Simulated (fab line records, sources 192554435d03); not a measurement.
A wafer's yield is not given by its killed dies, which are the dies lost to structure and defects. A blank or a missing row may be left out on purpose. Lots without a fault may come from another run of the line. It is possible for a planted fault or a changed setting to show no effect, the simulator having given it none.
The tool behind it: which one?	flow n5_finfet	Sampling: 12 lots, 36 wafers, 3 of 1938 route steps

WHAT THE GAUGES SHOWED, per wafer
N5_BEOL_M4_CD_MEAS_28: target cd 26.2 nm, target cd y 24.1 nm.
lot	measured	on	cd_nm (nm)
L075	day 8 05:47	cd_sem-01	26.14 25.81 25.88
L077	day 9 00:55	cd_sem-03	25.97 26.26 26.18
L078	day 9 01:55	cd_sem-02	26.28 26.39 26.29
L081	day 10 09:12	cd_sem-03	26.45 26.20 26.31
L083	day 11 23:15	cd_sem-01	26.19 26.53 26.54
L085	day 12 16:43	cd_sem-01	26.46 26.15 25.99
L089	day 12 20:52	cd_sem-03	26.34 26.33 25.98
L087	day 13 01:47	cd_sem-01	26.46 26.51 26.17
L092	day 13 08:43	cd_sem-01	26.24 26.37 26.19
L093	day 13 13:32	cd_sem-01	26.22 26.11 26.02
L095	day 13 17:01	cd_sem-01	26.10 26.16 26.52
L097	day 15 00:59	cd_sem-02	26.45 26.09 25.81

TOOL THAT RAN EACH LOT (tool first, then ch and the chambers of the sampled wafers, then the start)
lot	N5_BEOL_M3_DEP_57	N5_BEOL_M4_ILD_DEP_00
L075	pecvd-04 ch 0,1,2, day 8 03:16	pecvd-03 ch 0,1,2, day 8 03:24
L077	pecvd-03 ch 1,2, day 8 21:34	pecvd-01 ch 0,2, day 8 21:42
L078	pecvd-04 ch 0,1,2, day 8 23:54	pecvd-04 ch 1,2, day 9 00:02
L081	pecvd-03 ch 0,1,2, day 10 07:23	pecvd-01 ch 0,1,2, day 10 07:31
L083	pecvd-02 ch 0,1,2, day 11 21:24	pecvd-01 ch 0,1, day 11 21:32
L085	pecvd-02 ch 0,1, day 12 14:28	pecvd-04 ch 0,1,2, day 12 14:35
L089	pecvd-02 ch 1,2, day 12 18:59	pecvd-03 ch 1,2, day 12 19:07
L087	pecvd-02 ch 1,2, day 12 23:16	pecvd-03 ch 0,1, day 12 23:25
L092	pecvd-03 ch 0,1, day 13 06:02	pecvd-01 ch 0,2, day 13 06:10
L093	pecvd-03 ch 0,1, day 13 10:32	pecvd-01 ch 0,1, day 13 10:40
L095	pecvd-03 ch 0,1, day 13 13:05	pecvd-01 ch 1,2, day 13 13:31
L097	pecvd-02 ch 0,1, day 14 19:43	pecvd-03 ch 0,2, day 14 19:51
- N5_BEOL_M3_DEP_57: deposits SiCN from 3MS/NH3, target thk 8 nm, time 14 s.
- N5_BEOL_M4_ILD_DEP_00: deposits SiOC from DEMS/O2, target thk 79 nm, time 15.3 s.

THE ANSWER, worked out from the rows above alone
Rule: the usual values come from the lots themselves. The widest of any qualifying gaps counts: lots, ordered by their means at a reading, are off when they make up no more than a third of the lots, leave a main group of 4 or more, and stand apart from it by 3 or more times the standard deviation of that group's means. The tables above print the reading to a certain number of digits; a main group whose means all agree to those digits is not used. A lot without any number at a reading at which 4 lots or more have one is off too. Any other lot the step has rows for is counted as sound.
Nothing can be told from this: no lot is off at any reading shown.

WHAT HAD BEEN PUT IN BY THE SIMULATOR
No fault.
